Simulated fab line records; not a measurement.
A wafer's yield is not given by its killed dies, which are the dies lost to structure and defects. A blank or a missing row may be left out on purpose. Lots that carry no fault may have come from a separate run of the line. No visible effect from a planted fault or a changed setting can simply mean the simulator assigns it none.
fab line records    flow nandHarc
record: lots: 7  wafers: 21  lastDay: 33
route steps=1302 shown THIN_TSV@1287 END@1302
lots untouched by any fault: they come from a run of this same line in which no faults occurred
startH: hours from the record's opening day to when the first of the lot's shown wafers began    waitH: hours from the lot's prior step to this one    " identical to the entry in the row above    L1.1+2: several wafers, shown together as one row    - no value, or no start given    * or withheld: withheld    < > ~ a bound
route shown NAME@n: NAME is a module with steps in the file, n the number in the route of the first one    usual: average and standard deviation across the fault-free wafers    same: alike in all rows    chamber/n: place in a boat    sites: per-site readings    _std_site: the values' standard deviation    _edge_site: the outer-site mean with the inner-site mean subtracted    radiusMm: how far each site lies from the wafer's centre    mask NAME#n: copy n    behind: the tool/chamber that last shaped the wafer    hold: reason for holding the lot/hours on hold/outcome of the hold    device: which transistor (n, p or np) failed to switch    end of line: the tests these same wafers got at the end of their route    step lacking rows: just its recipe    killed: count of dies lost to structure and defects at first sort (not the wafer's yield)    map: shows each die of a wafer: x if killed, . if not, _ if none is there
set.NAME: the run value of the setting; set.NAME@STEP: its run value at that earlier step    model.NAME: the simulator's own value behind a step, which no gauge read
lots at selected steps of the route; one table per step, one row per wafer
services: the hour from which a tool's chamber was out of use, counted from the record's first day as startH (under 0 if before that day), plus the number of hours and why
== steps ==
step: NHARC_THIN_TSV_EBR_29
step: NHARC_THIN_TSV_EXPOSE_30
recipe: na: 0.55  doseMj: 11.47  maskId: PAD
step: NHARC_THIN_TSV_PEB_31
recipe: pebTempC: 118  pebTimeS: 85
step: NHARC_THIN_TSV_DEVELOP_32
recipe: timeS: 70
step: NHARC_THIN_TSV_CD_MEAS_33
recipe: targetCdNm: 5000  landingEnergyEv: 500
usual: cdNm: 4999.7/1.9
lot.wafer  tool      chamber  startH  waitH  cdNm
L106.2     cdSem-01  0        570.70  -      5001.1
L106.3     "         0        "       "      4997.8
L106.4     "         0        "       "      5000.7
L115.1     cdSem-01  0        655.20  -      4999.0
L115.4     "         0        "       "      4997.8
L115.5     "         0        "       "      5000.3
L117.1     cdSem-01  0        662.47  -      4997.3
L117.2     "         0        "       "      4999.0
L117.4     "         0        "       "      4994.0
L118.1     cdSem-01  0        663.53  -      4999.6
L118.2     "         0        "       "      4996.8
L118.6     "         0        "       "      4997.4
L125.1     cdSem-03  0        763.32  -      5000.8
L125.2     "         0        "       "      4999.8
L125.3     "         0        "       "      4999.4
L127.1     cdSem-01  0        771.74  -      5003.5
L127.2     "         0        "       "      5000.7
L127.6     "         0        "       "      5000.0
L128.1     cdSem-03  0        773.18  -      4994.7
L128.2     "         0        "       "      4998.8
L128.3     "         0        "       "      5000.4
step: NHARC_THIN_TSV_HARDBAKE_34
recipe: tempC: 125  timeS: 80
step: NHARC_THIN_TSV_DESCUM_35
recipe: timeS: 3  o2FlowSccm: 200  arFlowSccm: 0  biasPowerW: 0  chemistry: O2
usual: drypumpMotorCurrentA: 5.9/0.48  oesProductAu: 0.998/0.01  rfVppV: 57.6/0.88  showerheadPlenumPTorr: 1.88/0.088  throttleValvePct: 11.311/0.0084
same: timeS: 3
lot.wafer  tool        chamber  startH  waitH  drypumpMotorCurrentA  oesProductAu  rfHoursCounterH  rfVppV  showerheadPlenumPTorr  throttleValvePct
L106.4     rieDiel-01  2        570.86  -      4.9                   1.008         0                57.1    1.85                   11.319
L106.2     "           3        "       "      6.2                   1.005         0                57.6    2.01                   11.309
L106.3     "           1        "       "      6.5                   1.010         0                57.0    1.86                   11.319
L115.1     rieDiel-01  2        655.36  -      4.9                   1.004         5                57.6    1.85                   11.293
L115.4     "           1        "       "      6.5                   0.996         6                57.1    1.86                   11.306
L115.5     "           2        "       "      4.9                   1.004         -                57.0    1.85                   11.312
L117.2     rieDiel-07  3        662.64  -      5.3                   0.999         1                58.3    2.05                   11.323
L117.1     "           0        "       "      5.8                   1.002         1                56.0    1.87                   11.308
L117.4     "           1        "       "      6.5                   0.981         1                58.2    1.83                   11.308
L118.1     rieDiel-07  2        663.69  -      5.6                   0.999         1                56.2    1.82                   11.297
L118.2     "           3        "       "      5.3                   0.996         1                58.7    2.05                   11.317
L118.6     "           3        "       "      5.3                   1.001         -                58.1    2.05                   11.336
L125.2     rieDiel-01  1        763.48  -      6.5                   1.012         1                58.3    1.85                   11.299
L125.1     "           3        "       "      6.2                   1.003         1                58.9    2.01                   11.318
L125.3     "           0        "       "      5.8                   1.002         1                56.9    1.84                   11.317
L127.1     rieDiel-08  1        771.91  -      6.1                   1.001         1                57.8    1.80                   11.305
L127.2     "           3        "       "      5.4                   1.014         1                57.4    1.79                   11.310
L127.6     "           1        "       "      6.1                   1.003         -                56.1    1.80                   11.298
L128.3     rieDiel-07  1        773.35  -      6.5                   0.985         6                58.3    1.83                   11.324
L128.2     "           2        "       "      5.6                   0.995         6                57.0    1.82                   11.326
L128.1     "           3        "       "      5.3                   1.001         6                57.9    2.04                   11.310
step: NHARC_THIN_TSV_ETCH_59
recipe: targetDepthA: 8800  icpW: 900  biasW: 100  Cl2_flow_sccm: 60  bcl3FlowSccm: 30  timeS: 138.1  chemistry: Cl2/BCl3
usual: biasW: 100.04/0.3  drypumpMotorCurrentA: 5.85/0.24  mfcCl2Sccm: 60.04/0.18  oesProductAu: 1.004/0.0088  throttleValvePct: 22.264/0.0084
same: timeS: 138.1
lot.wafer  tool         chamber  startH  waitH  biasW   drypumpMotorCurrentA  mfcCl2Sccm  oesProductAu  rfHoursCounterH  throttleValvePct
L106.2     rieMetal-01  0        570.98  0.1    100.00  6.15                  60.30       0.999         2.5              22.268
L106.3     "            0        "       "      99.56   6.14                  60.08       1.010         -                22.265
L106.4     "            1        "       "      100.31  5.62                  60.10       1.002         -                22.274
L115.1     rieMetal-01  0        655.52  0.2    100.22  6.11                  60.06       1.004         1.3              22.275
L115.4     "            0        "       "      100.02  6.16                  60.27       1.007         -                22.263
L115.5     "            1        "       "      100.04  5.62                  60.12       0.996         -                22.255
L117.2     rieMetal-01  0        662.75  0.1    99.98   6.16                  60.11       1.015         1.5              22.268
L117.1     "            1        "       "      100.07  5.61                  60.20       1.021         1.5              22.257
L117.4     "            0        "       "      100.30  6.13                  59.99       1.016         -                22.281
L118.1     rieMetal-03  1        663.82  0.1    99.72   5.93                  60.00       1.006         2.3              22.258
L118.2     "            0        "       "      99.94   5.81                  59.93       0.992         2.3              22.265
L118.6     "            1        "       "      99.95   5.89                  60.07       1.005         -                22.275
L125.2     rieMetal-01  1        763.63  0.1    100.18  5.64                  60.03       1.012         0.0              22.257
L125.1     "            0        "       "      99.80   6.08                  59.70       1.016         0.0              22.255
L125.3     "            1        "       "      100.24  5.66                  59.80       0.999         -                22.265
L127.1     rieMetal-03  0        772.03  0.1    100.24  5.80                  59.70       1.003         1.4              22.253
L127.2     "            1        "       "      99.68   5.91                  60.16       1.013         1.4              22.267
L127.6     "            0        "       "      100.24  5.81                  60.09       1.006         -                22.261
L128.1     rieMetal-02  0        773.47  0.1    100.33  6.09                  59.96       0.996         2.2              22.262
L128.2     "            1        "       "      100.44  5.47                  60.00       1.020         2.2              22.261
L128.3     "            1        "       "      99.91   5.45                  60.01       1.015         -                22.266
step: NHARC_THIN_TSV_ETCH_36
recipe: targetDepthA: 650  overEtchFrac: 0.3  timeS: 18.571  ionEnergyEv: 150  chemistry: Cl2/BCl3
usual: drypumpMotorCurrentA: 5.85/0.24  oesProductAu: 1.006/0.0096
same: timeS: 18.571
lot.wafer  tool         chamber  startH  waitH  drypumpMotorCurrentA  oesProductAu  rfHoursCounterH
L106.2     rieMetal-01  1        571.24  0.2    5.64                  1.013         2.6
L106.4     "            1        "       "      5.61                  1.012         -
L106.3     "            0        "       "      6.15                  1.007         -
L115.1     rieMetal-01  0        655.75  0.2    6.15                  1.011         1.4
L115.4     "            1        "       "      5.62                  1.017         -
L115.5     "            0        "       "      6.11                  1.015         -
L117.2     rieMetal-01  0        663.01  0.2    6.16                  1.005         1.6
L117.1     "            1        "       "      5.64                  1.011         1.6
L117.4     "            0        "       "      6.16                  1.010         -
L118.1     rieMetal-03  1        664.08  0.2    5.94                  1.010         2.4
L118.2     "            0        "       "      5.81                  0.999         2.4
L118.6     "            1        "       "      5.95                  1.009         -
L125.2     rieMetal-01  0        763.89  0.2    6.14                  1.010         0.2
L125.1     "            1        "       "      5.60                  1.010         0.2
L125.3     "            0        "       "      6.13                  1.020         -
L127.1     rieMetal-03  0        772.29  0.2    5.82                  0.999         1.6
L127.2     "            1        "       "      5.91                  1.006         1.6
L127.6     "            1        "       "      5.91                  0.997         -
L128.1     rieMetal-02  1        773.73  0.2    5.44                  1.021         2.3
L128.2     "            0        "       "      6.10                  0.998         2.3
L128.3     "            0        "       "      6.06                  1.016         -
step: NHARC_THIN_TSV_STRIP_56
recipe: powerW: 1500  tempC: 250  chemistry: O2
usual: drypumpMotorCurrentA: 6.0/0.64  heaterPowerW: 322/12
lot.wafer  tool            chamber  startH  waitH  drypumpMotorCurrentA  heaterPowerW  rfHoursCounterH
L106.2     plasmaAsher-01  0        571.34  0.1    6.2                   329           7
L106.4     "               0        "       "      6.2                   323           -
L106.3     "               1        "       "      5.1                   319           -
L115.1     plasmaAsher-01  0        655.86  0.1    6.2                   330           28
L115.4     "               1        "       "      5.0                   316           -
L115.5     "               0        "       "      6.2                   320           -
L117.2     plasmaAsher-01  1        663.11  0.1    5.1                   314           30
L117.1     "               0        "       "      6.2                   324           30
L117.4     "               1        "       "      5.1                   316           -
L118.2     plasmaAsher-02  1        664.17  0.1    6.7                   324           9
L118.1     "               0        "       "      6.3                   340           9
L118.6     "               0        "       "      6.4                   331           -
L125.2     plasmaAsher-02  1        763.99  0.1    6.7                   315           29
L125.1     "               0        "       "      6.3                   323           29
L125.3     "               0        "       "      6.3                   329           -
L127.2     plasmaAsher-02  0        772.39  0.1    6.4                   327           31
L127.1     "               1        "       "      6.7                   323           31
L127.6     "               0        "       "      6.4                   319           -
L128.1     plasmaAsher-02  0        773.83  0.1    6.4                   335           31
L128.2     "               1        "       "      6.7                   327           31
L128.3     "               0        "       "      6.4                   328           -
step: NHARC_THIN_TSV_STRIP_57
recipe: timeS: 1200  tempC: 72.5  chemistry: postEtchResidueRemover
step: NHARC_THIN_TSV_CD_MEAS_37
usual: cdNm: 4999.6/2.8
lot.wafer  tool      chamber  startH  waitH  cdNm
L106.2     cdSem-01  -        572.14  -      5002.4
L106.3     "         -        "       "      4996.4
L106.4     "         -        "       "      5000.2
L115.1     cdSem-02  -        656.71  -      4995.2
L115.4     "         -        "       "      4996.9
L115.5     "         -        "       "      5000.2
L117.1     cdSem-01  -        663.91  -      4999.0
L117.2     "         -        "       "      5001.1
L117.4     "         -        "       "      4993.5
L118.1     cdSem-02  -        664.97  -      4999.5
L118.2     "         -        "       "      4993.6
L118.6     "         -        "       "      4993.3
L125.1     cdSem-01  -        764.79  -      5000.6
L125.2     "         -        "       "      4999.2
L125.3     "         -        "       "      4999.3
L127.1     cdSem-01  -        773.18  -      5004.6
L127.2     "         -        "       "      5001.0
L127.6     "         -        "       "      5000.6
L128.1     cdSem-02  -        774.62  -      4993.4
L128.2     "         -        "       "      4997.6
L128.3     "         -        "       "      5003.0
step: NHARC_THIN_TSV_ANNEAL_58
recipe: tempC: 400  timeS: 1800
usual: spikeTcBottomC: 419/3.5  spikeTcCentreC: 399.2/1.5  spikeTcLowerC: 401.1/0.92  spikeTcTopC: 428.2/1.4  spikeTcUpperC: 399.0/1.5
same: timeS: 1800
lot.wafer  tool        chamber  startH  waitH  spikeTcBottomC  spikeTcCentreC  spikeTcLowerC  spikeTcTopC  spikeTcUpperC
L106.2     furnace-07  0        575.21  3.1    418             398.7           401.2          429.4        400.2
L106.3     "           0        "       "      417             397.1           402.0          427.7        398.0
L106.4     "           0        "       "      415             398.6           401.4          429.0        399.2
L115.1     furnace-07  0        659.79  3.1    439             423.4           425.9          451.7        422.5
L115.4     "           0        "       "      438             422.9           423.7          451.0        423.6
L115.5     "           0        "       "      442             423.5           423.8          450.6        423.6
L117.1     furnace-07  0        667.78  3.9    441             422.5           425.4          452.2        422.5
L117.2     "           0        "       "      440             424.1           425.1          450.2        422.9
L117.4     "           0        "       "      440             424.1           424.9          449.7        424.1
L118.1     furnace-07  0        667.78  2.8    440             422.8           423.6          450.4        423.5
L118.2     "           0        "       "      440             422.2           426.0          449.7        421.1
L118.6     "           0        "       "      440             422.4           423.8          451.4        422.2
L125.1     furnace-02  0        767.94  3.1    425             397.8           400.9          429.0        398.5
L125.2     "           0        "       "      423             398.2           402.1          429.7        401.7
L125.3     "           0        "       "      424             399.8           400.8          429.0        400.4
L127.1     furnace-07  0        776.26  3.1    416             397.6           401.9          427.4        399.7
L127.2     "           0        "       "      417             399.3           400.6          427.8        397.8
L127.6     "           0        "       "      415             397.6           400.9          427.5        397.7
L128.1     furnace-07  0        776.26  1.6    416             398.3           401.1          427.7        400.1
L128.2     "           0        "       "      417             400.8           401.8          429.5        398.8
L128.3     "           0        "       "      415             398.1           401.8          429.3        398.9
step: NHARC_THIN_TSV_INSPECT_40
usual: rawDefectCount: 548/95
lot.wafer  tool              chamber  startH  waitH  rawDefectCount
L106.2     defectInspect-02  -        576.65  0.4    633
L106.3     "                 -        "       "      607
L106.4     "                 -        "       "      628
L115.1     defectInspect-01  -        661.25  0.4    485
L115.4     "                 -        "       "      456
L115.5     "                 -        "       "      501
L117.1     defectInspect-02  -        669.23  0.4    565
L117.2     "                 -        "       "      475
L117.4     "                 -        "       "      601
L118.1     defectInspect-01  -        669.23  0.4    641
L118.2     "                 -        "       "      586
L118.6     "                 -        "       "      504
L125.1     defectInspect-02  -        769.38  0.4    491
L125.2     "                 -        "       "      580
L125.3     "                 -        "       "      472
L127.1     defectInspect-02  -        777.70  0.4    500
L127.2     "                 -        "       "      510
L127.6     "                 -        "       "      540
L128.1     defectInspect-01  -        777.70  0.4    568
L128.2     "                 -        "       "      555
L128.3     "                 -        "       "      532
step: NHARC_END_SORT_01
recipe: tempC: 25
usual: defectLimitedYield: 91.9/2.9  killedAtArray: 50/20  killedAtOther: 1.2/1.5  killedAtPeriphery: 3.6/2.6  killedDies: 55/20  killedOpen: 3.4/2  killedShort: 2.7/1.6  sort_bin_2_pct: 2.9/1.3  sort_bin_3_pct: 0.6/0.38  sort_bin_4_pct: 4.6/1.6  sortNPass: 622/20  sortRimYieldPct: 93/3.8  sortYieldPct: 91.9/2.9
same: grossDies: 677  sort_bin_5_pct[%]: 0  sort_bin_6_pct[%]: 0  sort_bin_7_pct[%]: 0  sort_bin_8_pct[%]: 0  sortRimNGross: 106.00
lot.wafer  tool       chamber  startH  waitH  defectLimitedYield[%]  killedAtArray  killedAtOther  killedAtPeriphery  killedDies  killedOpen  killedShort  sort_bin_2_pct[%]  sort_bin_3_pct[%]  sort_bin_4_pct[%]  sortNPass  sortRimYieldPct[%]  sortYieldPct[%]
L106.2     prober-02  0        582.79  2.8    87.1                   85             0              2                  87          5           3            4.7                0.6                7.5                590        92                  87.1
L106.3     prober-02  0        583.60  3.1    86.4                   84             4              4                  92          2           2            5.2                1.0                7.4                585        94                  86.4
L106.4     prober-02  0        584.41  3.4    88.8                   70             3              3                  76          2           1            4.9                0.9                5.5                601        89                  88.8
L115.1     prober-02  0        664.36  2.5    92.8                   47             1              1                  49          3           3            2.2                1.0                4.0                628        95                  92.8
L115.4     prober-02  0        666.81  3.5    91.9                   52             1              2                  55          4           2            3.5                0.4                4.1                622        95                  91.9
L115.5     prober-02  0        667.63  3.8    91.6                   54             0              3                  57          4           1            3.2                0.7                4.4                620        96                  91.6
L118.1     prober-02  0        672.24  2.5    89.1                   71             1              2                  74          2           2            4.3                1.0                5.6                603        92                  89.1
L118.2     prober-02  0        673.04  2.8    89.1                   69             2              3                  74          2           5            4.3                0.7                5.9                603        82                  89.1
L118.6     prober-02  0        676.22  4.0    90.5                   59             2              3                  64          4           3            3.8                0.9                4.7                613        89                  90.5
L117.1     prober-01  0        672.27  2.5    96.0                   23             2              2                  27          2           4            0.9                0.3                2.8                650        92                  96.0
L117.2     prober-01  0        673.06  2.8    93.6                   41             0              2                  43          5           1            2.1                0.4                3.8                634        95                  93.6
L117.4     prober-01  0        674.65  3.4    94.1                   38             1              1                  40          7           0            1.6                0.3                4.0                637        97                  94.1
L125.1     prober-02  0        772.48  2.5    87.6                   75             6              3                  84          4           2            4.4                1.2                6.8                593        90                  87.6
L125.2     prober-02  0        773.28  2.8    90.7                   57             2              4                  63          4           2            3.1                1.0                5.2                614        90                  90.7
L125.3     prober-02  0        774.08  3.1    92.8                   42             4              3                  49          2           2            2.8                0.9                3.5                628        92                  92.8
L128.1     prober-02  0        780.73  2.5    93.6                   40             1              2                  43          5           4            2.5                0                  3.8                634        87                  93.6
L128.2     prober-02  0        781.52  2.8    90.1                   64             0              3                  67          5           2            3.7                1.2                5.0                610        96                  90.1
L128.3     prober-02  0        782.32  3.1    90.7                   58             1              4                  63          1           3            4.9                1.2                3.2                614        98                  90.7
L127.1     prober-01  0        780.74  2.5    93.4                   44             0              1                  45          2           1            2.5                0.6                3.5                632        96                  93.4
L127.2     prober-01  0        781.54  2.8    95.0                   24             0              10                 34          0           3            1.8                0.4                2.8                643        90                  95.0
L127.6     prober-01  0        784.76  4.0    94.2                   32             0              7                  39          4           2            2.1                0.4                3.2                638        92                  94.2
killed by level:class
L106.2 A_CHANNEL_HOLE_D1:chamberFilmFlake=30 A_CHANNEL_HOLE_D2:chamberFilmFlake=30 A_SLIT:chamberFilmFlake=9 A_STAIRCASE:chamberFilmFlake=4 A_CONTACT:chamberFilmFlake=3 A_BLC:geometricParticle:open=2 P_BONDPAD:chamberFilmFlake=2 A_CHANNEL_HOLE_D1:geometricParticle:open=1
L106.3 A_CHANNEL_HOLE_D2:chamberFilmFlake=30 A_CHANNEL_HOLE_D1:chamberFilmFlake=22 A_SLIT:chamberFilmFlake=19 A_CONTACT:chamberFilmFlake=7 THIN_TSV:chamberFilmFlake=3 P_GATE:chamberFilmFlake=2 A_BONDPAD:chamberFilmFlake=1 P_CONTACT:geometricParticle:open=1
L106.4 A_CHANNEL_HOLE_D2:chamberFilmFlake=26 A_CHANNEL_HOLE_D1:chamberFilmFlake=22 A_SLIT:chamberFilmFlake=6 A_CONTACT:chamberFilmFlake=6 THIN_TSV:chamberFilmFlake=3 A_M1:chamberFilmFlake=3 A_DECK1_JOINT:chamberFilmFlake=2 P_STI:geometricParticle:open=1
L115.1 A_CHANNEL_HOLE_D1:chamberFilmFlake=30 A_CONTACT:chamberFilmFlake=6 A_SLIT:chamberFilmFlake=2 P_CONTACT:geometricParticle:open=1 A_DECK1_JOINT:geometricParticle:short=1 A_ONON_D2:geometricParticle:short=1 A_ONON_D2:geometricParticle:open=1 A_CHANNEL_FILL_D2:geometricParticle:open=1
L115.4 A_CHANNEL_HOLE_D1:chamberFilmFlake=35 A_CONTACT:chamberFilmFlake=7 A_SLIT:chamberFilmFlake=4 P_CONTACT:geometricParticle:open=2 A_CHANNEL_FILL_D2:geometricParticle:short=2 A_CHANNEL_FILL_D2:geometricParticle:open=2 A_CHANNEL_FILL_D1:chamberFilmFlake=1 A_CHANNEL_HOLE_D2:chamberFilmFlake=1
L115.5 A_CHANNEL_HOLE_D1:chamberFilmFlake=38 A_CONTACT:chamberFilmFlake=9 A_CHANNEL_HOLE_D2:chamberFilmFlake=2 P_STI:geometricParticle:short=1 P_CONTACT:geometricParticle:open=1 A_CHANNEL_FILL_D1:geometricParticle:open=1 A_SGD_CUT:geometricParticle:open=1 A_BLC:geometricParticle:open=1
L118.1 A_SLIT:chamberFilmFlake=34 A_CHANNEL_HOLE_D1:chamberFilmFlake=19 A_CONTACT:chamberFilmFlake=7 A_CHANNEL_FILL_D2:chamberFilmFlake=2 A_STAIRCASE:chamberFilmFlake=2 A_M1:chamberFilmFlake=2 P_CONTACT:geometricParticle:open=1 A_DECK1_JOINT:geometricParticle:short=1
L117.1 A_CHANNEL_HOLE_D2:chamberFilmFlake=6 A_CONTACT:chamberFilmFlake=6 A_ONON_D1:geometricParticle:short=3 A_CHANNEL_HOLE_D1:chamberFilmFlake=2 A_DECK1_JOINT:chamberFilmFlake=2 THIN_TSV:chamberFilmFlake=2 P_CONTACT:geometricParticle:open=1 A_ONON_D1:geometricParticle:open=1
L118.2 A_CHANNEL_HOLE_D1:chamberFilmFlake=24 A_CONTACT:chamberFilmFlake=13 A_SLIT:chamberFilmFlake=11 A_WL_FILL:chamberFilmFlake=5 A_M1:chamberFilmFlake=5 A_ONON_D1:geometricParticle:short=2 A_CHANNEL_FILL_D1:chamberFilmFlake=2 A_CHANNEL_FILL_D2:chamberFilmFlake=2
L117.2 A_CHANNEL_HOLE_D2:chamberFilmFlake=19 A_CHANNEL_HOLE_D1:chamberFilmFlake=9 A_SLIT:chamberFilmFlake=4 A_CONTACT:chamberFilmFlake=3 A_ONON_D1:geometricParticle:open=2 P_CONTACT:geometricParticle:open=1 A_SOURCE_PLATE:geometricParticle:open=1 A_ONON_D2:geometricParticle:short=1
L117.4 A_CHANNEL_HOLE_D2:chamberFilmFlake=20 A_CONTACT:chamberFilmFlake=6 A_ONON_D1:geometricParticle:open=3 A_SLIT:chamberFilmFlake=3 A_CHANNEL_HOLE_D1:chamberFilmFlake=2 P_M0:geometricParticle:open=1 A_WL_FILL:geometricParticle:open=1 A_BLC:geometricParticle:open=1
L118.6 A_CHANNEL_HOLE_D1:chamberFilmFlake=32 A_SLIT:chamberFilmFlake=10 A_CONTACT:chamberFilmFlake=7 P_STI:geometricParticle:open=2 A_STAIRCASE:chamberFilmFlake=2 THIN_TSV:chamberFilmFlake=2 A_ONON_D1:geometricParticle:open=1 A_DECK1_JOINT:geometricParticle:short=1
L125.1 A_SLIT:chamberFilmFlake=39 A_CHANNEL_HOLE_D2:chamberFilmFlake=11 A_CHANNEL_HOLE_D1:chamberFilmFlake=8 A_CONTACT:chamberFilmFlake=7 THIN_TSV:chamberFilmFlake=6 A_STAIRCASE:chamberFilmFlake=3 A_CHANNEL_FILL_D1:geometricParticle:open=2 P_GATE:geometricParticle:open=1
L125.2 A_CHANNEL_HOLE_D2:chamberFilmFlake=26 A_CONTACT:chamberFilmFlake=10 A_CHANNEL_HOLE_D1:chamberFilmFlake=6 A_SLIT:chamberFilmFlake=5 A_STAIRCASE:chamberFilmFlake=5 THIN_TSV:chamberFilmFlake=2 P_STI:geometricParticle:open=1 A_CHANNEL_HOLE_D1:geometricParticle:open=1
L125.3 A_CHANNEL_HOLE_D1:chamberFilmFlake=10 A_CONTACT:chamberFilmFlake=8 A_CHANNEL_HOLE_D2:chamberFilmFlake=7 A_SLIT:chamberFilmFlake=6 A_STAIRCASE:chamberFilmFlake=4 THIN_TSV:chamberFilmFlake=4 A_DECK1_JOINT:chamberFilmFlake=3 A_CHANNEL_HOLE_D1:geometricParticle:short=1
L128.1 A_STAIRCASE:chamberFilmFlake=8 A_CONTACT:chamberFilmFlake=8 A_CHANNEL_HOLE_D2:chamberFilmFlake=7 A_SLIT:chamberFilmFlake=5 A_SOURCE_PLATE:geometricParticle:short=2 A_ONON_D2:geometricParticle:open=2 A_CHANNEL_FILL_D2:geometricParticle:open=1 A_CHANNEL_FILL_D2:geometricParticle:short=1
L127.1 A_CHANNEL_HOLE_D1:chamberFilmFlake=17 A_SLIT:chamberFilmFlake=7 A_SGD_CUT:chamberFilmFlake=7 A_STAIRCASE:chamberFilmFlake=5 A_CONTACT:chamberFilmFlake=4 P_CONTACT:geometricParticle:open=1 A_ONON_D1:geometricParticle:short=1 A_ONON_D2:geometricParticle:open=1
L128.2 A_SLIT:chamberFilmFlake=25 A_CHANNEL_HOLE_D2:chamberFilmFlake=16 A_CONTACT:chamberFilmFlake=7 A_ZERO_WELL:chamberFilmFlake=3 A_WL_FILL:chamberFilmFlake=3 A_CHANNEL_FILL_D2:geometricParticle:open=2 P_BONDPAD:chamberFilmFlake=2 A_STAIRCASE:chamberFilmFlake=2
L127.2 A_CHANNEL_HOLE_D1:chamberFilmFlake=8 A_SLIT:chamberFilmFlake=7 P_BONDPAD:chamberFilmFlake=6 A_STAIRCASE:chamberFilmFlake=4 P_GATE:chamberFilmFlake=3 P_CONTACT:geometricParticle:short=1 A_ONON_D1:geometricParticle:short=1 A_CHANNEL_FILL_D1:geometricParticle:short=1
L128.3 A_SLIT:chamberFilmFlake=24 A_CHANNEL_HOLE_D2:chamberFilmFlake=22 A_STAIRCASE:chamberFilmFlake=6 A_CONTACT:chamberFilmFlake=3 P_M0:geometricParticle:short=1 A_CHANNEL_FILL_D1:geometricParticle:short=1 A_ONON_D2:geometricParticle:open=1 A_WL_FILL:geometricParticle:short=1
L127.6 A_CHANNEL_HOLE_D1:chamberFilmFlake=6 P_BONDPAD:chamberFilmFlake=5 A_STAIRCASE:chamberFilmFlake=5 A_CONTACT:chamberFilmFlake=5 A_SGD_CUT:chamberFilmFlake=4 A_SLIT:chamberFilmFlake=4 A_CHANNEL_HOLE_D2:chamberFilmFlake=2 P_CONTACT:geometricParticle:short=1
== services ==
tool            chamber  startH  hours  kind
rieMetal-02     -        551.22  0.4    repair
rieDiel-01      2        553.03  9.4    repair
rieDiel-07      2        556.51  6.6    repair
rieDiel-01      -        558.12  9.0    pm
furnace-02      -        566.26  26.0   pm
rieDiel-07      1        567.65  7.7    repair
rieMetal-01     -        575.00  9.0    pm
furnace-02      -        600.23  52.6   repair
rieDiel-01      1        601.98  3.9    repair
plasmaAsher-02  -        603.00  9.0    pm
rieDiel-07      1        611.82  7.1    repair
rieMetal-02     -        631.00  9.0    pm
rieDiel-07      2        632.49  5.3    repair
rieDiel-07      1        643.33  1.2    repair
rieDiel-07      -        648.24  9.0    pm
rieDiel-01      0        665.49  9.5    repair
furnace-07      -        677.64  1.8    repair
rieMetal-03     -        696.00  9.0    pm
plasmaAsher-01  -        703.70  9.0    pm
rieDiel-01      0        711.86  6.3    repair
rieDiel-01      2        714.35  63.7   repair
rieDiel-01      -        735.12  9.0    pm
rieMetal-01     -        752.00  9.0    pm
rieDiel-01      1        768.57  3.8    repair
== key ==
firstSign: step: NHARC_THIN_TSV_ANNEAL_58  reading: spikeTcLowerC  direction: up  sigmas: 26  usual: 401.1  struck: 424.7
effect: step: NHARC_THIN_TSV_ANNEAL_58  reading: spikeTcUpperC  direction: up  sigmas: 16  usual: 399.0  struck: 422.9
metAt NHARC_THIN_TSV_ANNEAL_58
struckWafers L115.1,L115.4,L115.5,L117.1,L117.2,L117.4,L118.1,L118.2,L118.6
onsetBetween 575.21 659.79
fault: kind: processParameterDrift  tool: furnace-07  chamber: -  onsetH: 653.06  steps: NHARC_THIN_TSV_ANNEAL_58  channel: tempC  offset: *  shape: step  endH: 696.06  actsIn: *  stated: *
